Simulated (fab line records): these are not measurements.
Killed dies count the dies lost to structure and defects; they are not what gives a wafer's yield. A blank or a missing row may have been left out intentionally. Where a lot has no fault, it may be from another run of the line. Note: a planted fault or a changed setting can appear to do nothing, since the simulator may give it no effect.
Matching of chambers :: flow n5Finfet :: N5_BEOL_M0_SAQP_SPACER1_ALD_98 on aldSin-03 has 4 sister chambers
The step deposits SiO2, target thk 12.8 nm, pulse time 1 s, purge time 2 s. 8 wafers are shown with their chamber, then 7 later ones without.

== EACH WAFER AND ITS CHAMBER ==
wafer: L550.6
chamber: 1
heaterPowerW (W): 387
susceptorTempC (C): 300.10

wafer: L557.2
chamber: 0
heaterPowerW (W): 441
susceptorTempC (C): 299.79

wafer: L557.4
chamber: 1
heaterPowerW (W): 387
susceptorTempC (C): 300.16

wafer: L561.1
chamber: 2
heaterPowerW (W): 527
susceptorTempC (C): 300.17

wafer: L561.2
chamber: 3
heaterPowerW (W): 487
susceptorTempC (C): 299.90

wafer: L561.5
chamber: 3
heaterPowerW (W): 487
susceptorTempC (C): 299.74

wafer: L560.3
chamber: 0
heaterPowerW (W): 442
susceptorTempC (C): 299.82

wafer: L560.4
chamber: 2
heaterPowerW (W): 523
susceptorTempC (C): 300.07

== WAFERS WITH NO CHAMBER GIVEN ==
wafer: L560.5
heaterPowerW (W): 395
susceptorTempC (C): 300.37

wafer: L564.2
heaterPowerW (W): 398
susceptorTempC (C): 299.93

wafer: L564.3
heaterPowerW (W): 519
susceptorTempC (C): 299.99

wafer: L564.6
heaterPowerW (W): 494
susceptorTempC (C): 299.84

wafer: L567.3
heaterPowerW (W): 512
susceptorTempC (C): 299.82

wafer: L567.4
heaterPowerW (W): 399
susceptorTempC (C): 299.90

wafer: L567.5
heaterPowerW (W): 487
susceptorTempC (C): 300.13

== THE CHAMBER EACH PASSED THROUGH ==
wafer: L560.5
from the rows above: 1
in truth: 1

wafer: L564.2
from the rows above: 1
in truth: 1

wafer: L564.3
from the rows above: 2
in truth: 2

wafer: L564.6
from the rows above: 3
in truth: 3

wafer: L567.3
from the rows above: 2
in truth: 2

wafer: L567.4
from the rows above: 1
in truth: 1

wafer: L567.5
from the rows above: 3
in truth: 3
Correctly placed: 7 of 7. Left unplaced by these rows: 0. 0 placed wrongly.
How it was worked out, from the rows above alone: a wafer's distance from a chamber is the root of the sum, over the readings, of the square of ((its reading less the chamber's mean) divided by the reading's scatter). If the next closest chamber is less than 2 further off than the closest, the wafer can't be placed; otherwise it belongs to the closest. For every chamber, the mean is computed from those of its wafers that are shown. How the scatter is found: for the shown wafers, subtract from each reading the mean of its chamber, square and add these, divide the total by (wafers less chambers), then take the root.
